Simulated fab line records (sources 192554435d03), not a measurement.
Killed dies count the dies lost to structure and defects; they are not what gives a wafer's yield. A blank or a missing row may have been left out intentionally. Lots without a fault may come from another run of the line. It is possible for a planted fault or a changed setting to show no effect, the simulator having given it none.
Chamber matching | flow n5Finfet | rieDiel-06 running N5_BEOL_M9_ETCH_65: 4 sister chambers
The step etches SiARC in CF4, target depth 15.6 nm, time 26 s. 18 wafers are shown with their chamber, then 9 later ones without.

## WAFERS WITH THEIR CHAMBER
wafer  | chamber | showerheadPlenumPTorr (Torr) | throttleValvePct (%) | drypumpMotorCurrentA (A)
L074.2 | 3       | 2.13                         | 15.91                | 5.8
L074.3 | 1       | 2.17                         | 15.65                | 5.4
L074.5 | 0       | 2.09                         | 15.22                | 5.5
L075.3 | 2       | 1.99                         | 15.66                | 5.9
L075.5 | 3       | 2.13                         | 15.92                | 5.8
L075.6 | 2       | 1.99                         | 15.66                | 5.9
L077.1 | 2       | 1.99                         | 15.66                | 5.8
L077.4 | 0       | 2.09                         | 15.23                | 5.5
L077.5 | 3       | 2.13                         | 15.93                | 5.8
L083.2 | 2       | 1.99                         | 15.67                | 5.8
L083.5 | 3       | 2.12                         | 15.92                | 5.8
L083.6 | 0       | 2.09                         | 15.26                | 5.5
L082.2 | 3       | 2.13                         | 15.93                | 5.8
L082.4 | 0       | 2.09                         | 15.25                | 5.5
L082.5 | 1       | 2.17                         | 15.68                | 5.4
L084.1 | 3       | 2.12                         | 15.94                | 5.8
L084.4 | 1       | 2.16                         | 15.70                | 5.4
L084.6 | 0       | 2.09                         | 15.26                | 5.5

SIGNATURES (averages over the wafers above)
reading               | chamber 0 | chamber 1 | chamber 2 | chamber 3 | scatter within a chamber
showerheadPlenumPTorr | 2.0900    | 2.1667    | 1.9900    | 2.1267    | 0.00378
throttleValvePct      | 15.2440   | 15.6767   | 15.6625   | 15.9250   | 0.0151
drypumpMotorCurrentA  | 5.500     | 5.400     | 5.850     | 5.800     | 0.0267
Rule: a wafer lies at a distance from a chamber equal to the root of the sum of squares, over the readings, of (its reading less the chamber's mean, divided by the reading's scatter). The wafer belongs to the nearest chamber; if the next one is less than 2 further off, it can't be placed. The scatter: take each reading less its chamber's mean, square it, sum over the shown wafers, divide by the number of wafers less the number of chambers, and take the root.

## WAFERS WITHOUT THEIR CHAMBER
wafer  | showerheadPlenumPTorr (Torr) | throttleValvePct (%) | drypumpMotorCurrentA (A)
L093.3 | 2.08                         | 15.30                | 5.5
L093.4 | 2.12                         | 16.00                | 5.8
L093.6 | 2.08                         | 15.30                | 5.5
L090.1 | 2.08                         | 15.30                | 5.5
L090.3 | 2.16                         | 15.73                | 5.4
L090.5 | 2.12                         | 15.99                | 5.8
L094.4 | 1.98                         | 15.70                | 5.8
L094.5 | 2.16                         | 15.74                | 5.4
L094.6 | 2.08                         | 15.33                | 5.5

## CHAMBER TAKEN BY EACH
wafer  | from the rows above | in truth
L093.3 | 0                   | 0
L093.4 | 3                   | 3
L093.6 | 0                   | 0
L090.1 | 0                   | 0
L090.3 | 1                   | 1
L090.5 | 3                   | 3
L094.4 | 2                   | 2
L094.5 | 1                   | 1
L094.6 | 0                   | 0
9 of 9 placed correctly. Not placeable from these rows: 0. Placed wrongly: 0.
